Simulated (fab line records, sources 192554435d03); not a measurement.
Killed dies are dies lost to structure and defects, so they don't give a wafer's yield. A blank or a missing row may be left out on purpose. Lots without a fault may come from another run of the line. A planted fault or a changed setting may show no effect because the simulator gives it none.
Which tool did it? | flow n5_finfet | 10 lots, 29 wafers sampled, at 5 steps of a route of 1938

WHAT THE GAUGES READ, wafer by wafer
The record holds no reading of a measuring or inspecting step that can be judged against a usual standard deviation.

WHICH TOOL RAN EACH LOT (tool, then ch and the chambers of the sampled wafers, then the start)
lot  | N5_BEOL_M11_ALD_74                  | N5_PASSIVATION_STRIP_14            | N5_PASSIVATION_STRIP_34            | N5_PASSIVATION_PECVD_35         | N5_PASSIVATION_PROBE_49
L695 | ald_metal-04 ch 1,2, day 11 17:30   | rie_diel-05 ch 0,3, day 13 14:19   | rie_diel-03 ch 1,2,3, day 13 16:28 | pecvd-03 ch 0,1,2, day 13 17:04 | prober-01, day 13 20:38
L697 | ald_metal-04 ch 0,3, day 11 18:58   | rie_diel-06 ch 1,2,3, day 13 14:35 | rie_diel-02 ch 0,3, day 13 17:22   | pecvd-03 ch 0,2, day 13 17:59   | -
L696 | ald_metal-01 ch 0,1,3, day 11 19:26 | rie_diel-05 ch 0,1,2, day 13 16:22 | rie_diel-02 ch 0,1,2, day 13 18:08 | pecvd-01 ch 0,2, day 13 18:46   | -
L699 | ald_metal-04 ch 0,1,2, day 12 06:49 | rie_diel-05 ch 0,1,2, day 13 19:01 | rie_diel-04 ch 0,1, day 13 21:05   | pecvd-01 ch 0,2, day 13 21:41   | -
L698 | ald_metal-02 ch 0,1,3, day 12 07:23 | rie_diel-05 ch 0,1, day 13 19:30   | rie_diel-04 ch 0,2,3, day 13 21:33 | pecvd-03 ch 0,1,2, day 13 22:10 | -
L703 | ald_metal-04 ch 1,2, day 13 20:04   | rie_diel-01 ch 0,2,3, day 15 03:04 | rie_diel-03 ch 1,2,3, day 15 05:36 | pecvd-04 ch 0,1, day 15 06:13   | prober-02, day 15 09:58
L710 | ald_metal-02 ch 0,1,3, day 15 14:49 | rie_diel-05 ch 0,2,3, day 17 02:22 | rie_diel-04 ch 0,1, day 17 04:41   | pecvd-04 ch 1,2, day 17 05:17   | -
L711 | ald_metal-02 ch 0,2,3, day 16 10:18 | rie_diel-01 ch 1,3, day 17 22:55   | rie_diel-02 ch 1,2,3, day 18 01:43 | pecvd-03 ch 1,2, day 18 02:19   | -
L714 | ald_metal-02 ch 0,1, day 16 16:47   | rie_diel-05 ch 2,3, day 18 09:34   | rie_diel-02 ch 1, day 18 11:43     | pecvd-03 ch 1,2, day 18 12:23   | -
L716 | ald_metal-01 ch 0,1,2, day 17 03:38 | rie_diel-06 ch 0,2, day 18 21:05   | rie_diel-03 ch 0,2,3, day 18 23:43 | pecvd-04 ch 0,1,2, day 19 00:19 | -
- N5_BEOL_M11_ALD_74: deposits TaN, target thk 2 nm, pulse time 2 s, purge time 3 s.
- N5_PASSIVATION_STRIP_14: strips in O2.
- N5_PASSIVATION_STRIP_34: strips in O2.
- N5_PASSIVATION_PECVD_35: deposits SiNx from SiH4/NH3/N2, target thk 700 nm, time 151.3 s.
- N5_PASSIVATION_PROBE_49

WHAT THE TOOLS THEMSELVES READ (means of the sampled wafers that have a number; where no wafer has one, the mark that the record gives instead)
N5_BEOL_M11_ALD_74. Usual: heater_power_w 412 W, standard deviation 29; susceptor_temp_C 274.98 C, standard deviation 0.21.
lot  | tool         | heater_power_w (W) | susceptor_temp_C (C) | flag
L695 | ald_metal-04 | 394                | 275.39               |
L697 | ald_metal-04 | 422                | 275.12               |
L696 | ald_metal-01 | 402                | 274.94               |
L699 | ald_metal-04 | 394                | 274.89               |
L698 | ald_metal-02 | 429                | 274.98               |
L703 | ald_metal-04 | 390                | 275.11               |
L710 | ald_metal-02 | 432                | 274.95               |
L711 | ald_metal-02 | 459                | 274.92               |
L714 | ald_metal-02 | 436                | 275.08               |
L716 | ald_metal-01 | 404                | 274.96               |

N5_PASSIVATION_STRIP_14. Usual: drypump_motor_current_A 5.5 A, standard deviation 0.4; oes_product_au 0.81 a.u., standard deviation 0.08; rf_vpp_V 3.7 V, standard deviation 0.86; showerhead_plenum_p_Torr 2.15 Torr, standard deviation 0.047; throttle_valve_pct 16.56 %, standard deviation 0.22.
lot  | tool        | drypump_motor_current_A (A) | oes_product_au (a.u.) | rf_vpp_V (V) | showerhead_plenum_p_Torr (Torr) | throttle_valve_pct (%) | flag
L695 | rie_diel-05 | 5.9                         | 0.79                  | 2.8          | 2.13                            | 16.46                  |
L697 | rie_diel-06 | 5.6                         | 0.87                  | 4.7          | 2.14                            | 16.41                  |
L696 | rie_diel-05 | 5.6                         | 0.81                  | 4.0          | 2.15                            | 16.52                  |
L699 | rie_diel-05 | 5.6                         | 0.81                  | 3.8          | 2.15                            | 16.52                  |
L698 | rie_diel-05 | 5.8                         | 0.80                  | 3.7          | 2.14                            | 16.53                  |
L703 | rie_diel-01 | 5.4                         | 0.83                  | 3.7          | 2.18                            | 16.51                  |
L710 | rie_diel-05 | 5.7                         | 0.87                  | 3.6          | 2.13                            | 16.33                  |
L711 | rie_diel-01 | 5.7                         | 0.73                  | 4.2          | 2.12                            | 16.88                  |
L714 | rie_diel-05 | 5.5                         | 0.87                  | 3.4          | 2.12                            | 16.31                  |
L716 | rie_diel-06 | 5.3                         | 0.74                  | 3.3          | 2.11                            | 16.55                  |

N5_PASSIVATION_STRIP_34. Usual: drypump_motor_current_A 5.9 A, standard deviation 0.32; oes_product_au 0.80 a.u., standard deviation 0.098; rf_vpp_V 3.7 V, standard deviation 1.6; showerhead_plenum_p_Torr 2.10 Torr, standard deviation 0.067; throttle_valve_pct 16.62 %, standard deviation 0.19.
lot  | tool        | drypump_motor_current_A (A) | oes_product_au (a.u.) | rf_vpp_V (V) | showerhead_plenum_p_Torr (Torr) | throttle_valve_pct (%) | flag
L695 | rie_diel-03 | 6.0                         | 0.78                  | 3.9          | 2.17                            | 16.57                  |
L697 | rie_diel-02 | 6.1                         | 0.77                  | 4.9          | 2.07                            | 16.59                  |
L696 | rie_diel-02 | 5.6                         | 0.79                  | 4.7          | 2.07                            | 16.67                  |
L699 | rie_diel-04 | 5.9                         | 0.83                  | 4.9          | 2.03                            | 16.73                  |
L698 | rie_diel-04 | 5.9                         | 0.79                  | 2.6          | 2.04                            | 16.62                  |
L703 | rie_diel-03 | 6.0                         | 0.75                  | 2.8          | 2.17                            | 16.61                  |
L710 | rie_diel-04 | 5.9                         | 0.80                  | 3.2          | 2.02                            | 16.60                  |
L711 | rie_diel-02 | 5.8                         | 0.87                  | 4.3          | 2.08                            | 16.48                  |
L714 | rie_diel-02 | 5.3                         | 0.73                  | 2.1          | 2.00                            | 16.84                  |
L716 | rie_diel-03 | 6.1                         | 0.88                  | 4.1          | 2.16                            | 16.42                  |

N5_PASSIVATION_PECVD_35. Usual: heater_power_w 360 W, standard deviation 80; showerhead_plenum_p_Torr 8.70 Torr, standard deviation 0.064; susceptor_temp_C 400.00 C, standard deviation 0.22; throttle_valve_pct 29.7 %, standard deviation 2.2.
lot  | tool     | heater_power_w (W) | showerhead_plenum_p_Torr (Torr) | susceptor_temp_C (C) | throttle_valve_pct (%) | flag
L695 | pecvd-03 | 397                | 8.68                            | 400.04               | 29.7                   |
L697 | pecvd-03 | 388                | 8.63                            | 400.10               | 29.0                   |
L696 | pecvd-01 | 417                | 8.65                            | 399.95               | 32.0                   |
L699 | pecvd-01 | 353                | 8.64                            | 400.16               | 31.8                   |
L698 | pecvd-03 | 369                | 8.67                            | 400.06               | 29.7                   |
L703 | pecvd-04 | 407                | 8.71                            | 399.95               | 29.4                   |
L710 | pecvd-04 | 282                | 8.78                            | 399.89               | 27.8                   |
L711 | pecvd-03 | 329                | 8.70                            | 399.58               | 30.3                   |
L714 | pecvd-03 | 354                | 8.70                            | 400.00               | 29.2                   |
L716 | pecvd-04 | 349                | 8.74                            | 400.28               | 28.6                   |

N5_PASSIVATION_PROBE_49. Usual: defect_limited_yield 91.2 %, standard deviation 1.4; killed_at_M0_to_M3 34, standard deviation 11; killed_at_M4_up 14, standard deviation 6.3; killed_at_contacts 13, standard deviation 7.4; killed_at_front_end 38, standard deviation 11; killed_at_other 4.3, standard deviation 2.9; killed_dies 103, standard deviation 17; killed_on_rim 14, standard deviation 4.1; killed_open 68, standard deviation 12; killed_short 34, standard deviation 8; sort_bin_5_function 5.1 %, standard deviation 0.9; sort_bin_6_memory 3.3 %, standard deviation 0.66; sort_n_pass 1077, standard deviation 17; sort_yield_pct 91.2 %, standard deviation 1.4.
lot  | tool      | defect_limited_yield (%) | killed_at_M0_to_M3 | killed_at_M4_up | killed_at_contacts | killed_at_front_end | killed_at_other | killed_dies | killed_on_rim | killed_open | killed_short | sort_bin_5_function (%) | sort_bin_6_memory (%) | sort_n_pass | sort_yield_pct (%) | flag
L695 | prober-01 | 92.2                     | 30                 | 12              | 8                  | 36                  | 5.7             | 92          | 12            | 62          | 28           | 4.7                     | 2.9                   | 1088        | 92.2               |
L703 | prober-02 | 87.2                     | 41                 | 61              | 10                 | 36                  | 3.3             | 151         | 22            | 66          | 34           | 7.5                     | 4.2                   | 1029        | 87.2               | OFF

THE ANSWER, worked out from the rows above alone
Rule: a lot is off if the mean of its wafers that have a number lies more than 3 standard deviations from the usual mean. A lot without any number at a reading at which 4 lots or more have one is off too. The other lots that the step has rows for count as sound. The gauges are gone through in route order, then the tools' own readings, and for those a lot's mean is taken as printed above. The first step at which some lot is off is used, and at that step the reading that is off furthest; a lot without a number counts as furthest.
Off: L703, at N5_PASSIVATION_PROBE_49 (killed_at_M4_up). Neither off nor sound, because the step has no rows for them: L697, L696, L699, L698, L710, L711, L714, L716.
A tool fits if, at that step or a process step before it, it ran every lot that is off, and no sound lot after the first of them. Can't be told from this: 5 tools fit, ald_metal-04 at N5_BEOL_M11_ALD_74, rie_diel-01 at N5_PASSIVATION_STRIP_14, rie_diel-03 at N5_PASSIVATION_STRIP_34, pecvd-04 at N5_PASSIVATION_PECVD_35, prober-02 at N5_PASSIVATION_PROBE_49.

WHAT THE SIMULATOR HAD PUT IN
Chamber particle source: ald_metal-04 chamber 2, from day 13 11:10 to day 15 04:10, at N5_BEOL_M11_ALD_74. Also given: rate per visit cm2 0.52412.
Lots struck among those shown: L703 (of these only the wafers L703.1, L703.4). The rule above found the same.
